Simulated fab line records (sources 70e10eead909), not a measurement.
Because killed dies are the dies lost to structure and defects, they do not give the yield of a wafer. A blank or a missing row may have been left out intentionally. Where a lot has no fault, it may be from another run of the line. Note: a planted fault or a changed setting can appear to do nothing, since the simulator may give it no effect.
Matching of chambers + flow nand harc + rie diel-13 running NHARC_P_BONDPAD_DESCUM_11: 4 sister chambers
The step chemistry O2, time 3 s. 63 wafers are shown with their chamber, then 12 later ones without.

## WAFERS, EACH WITH ITS CHAMBER
| wafer  | chamber | showerhead plenum p Torr (Torr) | drypump motor current A (A) | rf vpp V (V) |
|--------|---------|---------------------------------|-----------------------------|--------------|
| L075.1 | 3       | 1.87                            | 5.9                         | 58.1         |
| L075.3 | 2       | 1.80                            | 6.5                         | 56.9         |
| L075.6 | 0       | 1.78                            | 6.0                         | 56.4         |
| L075.2 | 1       | 2.06                            | 6.3                         | 58.0         |
| L075.4 | 0       | 1.78                            | 6.0                         | 56.7         |
| L075.5 | 3       | 1.87                            | 5.9                         | 58.3         |
| L074.2 | 3       | 1.87                            | 5.9                         | 58.4         |
| L074.3 | 2       | 1.80                            | 6.5                         | 57.4         |
| L074.5 | 2       | 1.80                            | 6.5                         | 58.2         |
| L076.2 | 0       | 1.78                            | 6.0                         | 57.2         |
| L076.3 | 1       | 2.06                            | 6.2                         | 56.7         |
| L076.4 | 2       | 1.80                            | 6.5                         | 56.6         |
| L077.3 | 3       | 1.87                            | 5.9                         | 57.5         |
| L077.5 | 2       | 1.80                            | 6.5                         | 55.9         |
| L077.6 | 3       | 1.87                            | 5.9                         | 58.1         |
| L079.4 | 3       | 1.87                            | 5.9                         | 58.2         |
| L079.5 | 0       | 1.78                            | 6.0                         | 57.5         |
| L079.6 | 1       | 2.06                            | 6.2                         | 58.2         |
| L080.2 | 0       | 1.78                            | 6.0                         | 56.0         |
| L080.4 | 2       | 1.80                            | 6.5                         | 57.6         |
| L080.5 | 2       | 1.80                            | 6.5                         | 57.6         |
| L082.2 | 1       | 2.06                            | 6.2                         | 58.9         |
| L082.3 | 0       | 1.78                            | 6.0                         | 58.1         |
| L082.6 | 0       | 1.78                            | 6.1                         | 57.2         |
| L082.1 | 2       | 1.80                            | 6.5                         | 57.1         |
| L082.4 | 3       | 1.87                            | 5.9                         | 58.3         |
| L082.5 | 1       | 2.06                            | 6.2                         | 59.2         |
| L083.1 | 3       | 1.87                            | 5.9                         | 57.3         |
| L083.3 | 1       | 2.06                            | 6.2                         | 58.2         |
| L083.5 | 1       | 2.06                            | 6.2                         | 58.3         |
| L084.1 | 2       | 1.80                            | 6.5                         | 56.7         |
| L084.5 | 1       | 2.05                            | 6.2                         | 58.8         |
| L084.6 | 2       | 1.80                            | 6.5                         | 56.2         |
| L087.1 | 0       | 1.78                            | 6.0                         | 58.2         |
| L087.3 | 3       | 1.87                            | 5.9                         | 57.7         |
| L087.5 | 1       | 2.05                            | 6.2                         | 58.8         |
| L085.1 | 0       | 1.78                            | 6.0                         | 55.8         |
| L085.3 | 3       | 1.87                            | 5.8                         | 58.7         |
| L085.5 | 0       | 1.78                            | 6.0                         | 56.8         |
| L089.3 | 1       | 2.05                            | 6.2                         | 58.7         |
| L089.4 | 3       | 1.87                            | 5.9                         | 59.2         |
| L089.5 | 2       | 1.80                            | 6.5                         | 57.9         |
| L090.1 | 1       | 2.05                            | 6.2                         | 59.1         |
| L090.3 | 0       | 1.78                            | 6.0                         | 56.6         |
| L090.5 | 3       | 1.87                            | 5.9                         | 58.2         |
| L091.1 | 0       | 1.78                            | 6.1                         | 56.7         |
| L091.3 | 1       | 2.05                            | 6.2                         | 58.4         |
| L091.6 | 0       | 1.78                            | 6.1                         | 55.7         |
| L093.3 | 1       | 2.05                            | 6.2                         | 58.6         |
| L093.4 | 0       | 1.78                            | 6.0                         | 58.3         |
| L093.6 | 1       | 2.05                            | 6.2                         | 57.5         |
| L093.1 | 3       | 1.87                            | 5.9                         | 57.8         |
| L093.2 | 2       | 1.80                            | 6.4                         | 57.9         |
| L093.5 | 0       | 1.77                            | 6.0                         | 58.7         |
| L092.1 | 1       | 2.05                            | 6.3                         | 58.7         |
| L092.2 | 2       | 1.80                            | 6.5                         | 57.0         |
| L092.6 | 0       | 1.77                            | 6.0                         | 57.6         |
| L094.1 | 3       | 1.87                            | 5.9                         | 58.6         |
| L094.3 | 2       | 1.80                            | 6.5                         | 58.2         |
| L094.6 | 0       | 1.77                            | 6.0                         | 57.4         |
| L096.1 | 1       | 2.05                            | 6.2                         | 57.4         |
| L096.2 | 3       | 1.87                            | 5.9                         | 56.8         |
| L096.5 | 1       | 2.05                            | 6.2                         | 58.0         |

SIGNATURES (means of the wafers above)
| reading                  | chamber 0 | chamber 1 | chamber 2 | chamber 3 | scatter within a chamber |
|--------------------------|-----------|-----------|-----------|-----------|--------------------------|
| showerhead plenum p Torr | 1.7782    | 2.0541    | 1.8000    | 1.8700    | 0.00334                  |
| drypump motor current A  | 6.018     | 6.212     | 6.493     | 5.893     | 0.0321                   |
| rf vpp V                 | 57.112    | 58.324    | 57.229    | 58.080    | 0.729                    |
Rule: a wafer lies at a distance from a chamber equal to the root of the sum of squares, over the readings, of (its reading less the chamber's mean, divided by the reading's scatter). If the next closest chamber is less than 2 further off than the closest, the wafer can't be placed; otherwise it belongs to the closest. How the scatter is found: for the shown wafers, subtract from each reading the mean of its chamber, square and add these, divide the total by (wafers less chambers), then take the root.

## WAFERS WHOSE CHAMBER IS MISSING
| wafer  | showerhead plenum p Torr (Torr) | drypump motor current A (A) | rf vpp V (V) |
|--------|---------------------------------|-----------------------------|--------------|
| L096.3 | 1.77                            | 6.0                         | 57.9         |
| L096.4 | 1.87                            | 5.9                         | 58.2         |
| L096.6 | 1.77                            | 6.0                         | 56.7         |
| L095.4 | 1.87                            | 5.9                         | 58.0         |
| L095.5 | 1.77                            | 6.0                         | 56.5         |
| L095.6 | 2.05                            | 6.2                         | 57.5         |
| L097.3 | 1.80                            | 6.4                         | 57.5         |
| L097.4 | 1.87                            | 5.9                         | 58.0         |
| L097.6 | 1.87                            | 5.9                         | 58.4         |
| L097.1 | 2.05                            | 6.2                         | 59.6         |
| L097.2 | 1.77                            | 6.0                         | 56.6         |
| L097.5 | 1.80                            | 6.5                         | 58.5         |

## EACH ONE'S CHAMBER
| wafer  | from the rows above | in truth |
|--------|---------------------|----------|
| L096.3 | 0                   | 0        |
| L096.4 | 3                   | 3        |
| L096.6 | 0                   | 0        |
| L095.4 | 3                   | 3        |
| L095.5 | 0                   | 0        |
| L095.6 | 1                   | 1        |
| L097.3 | 2                   | 2        |
| L097.4 | 3                   | 3        |
| L097.6 | 3                   | 3        |
| L097.1 | 1                   | 1        |
| L097.2 | 0                   | 0        |
| L097.5 | 2                   | 2        |
Placed correctly: 12 of 12. Number that these rows cannot place: 0. Wrongly placed: 0.
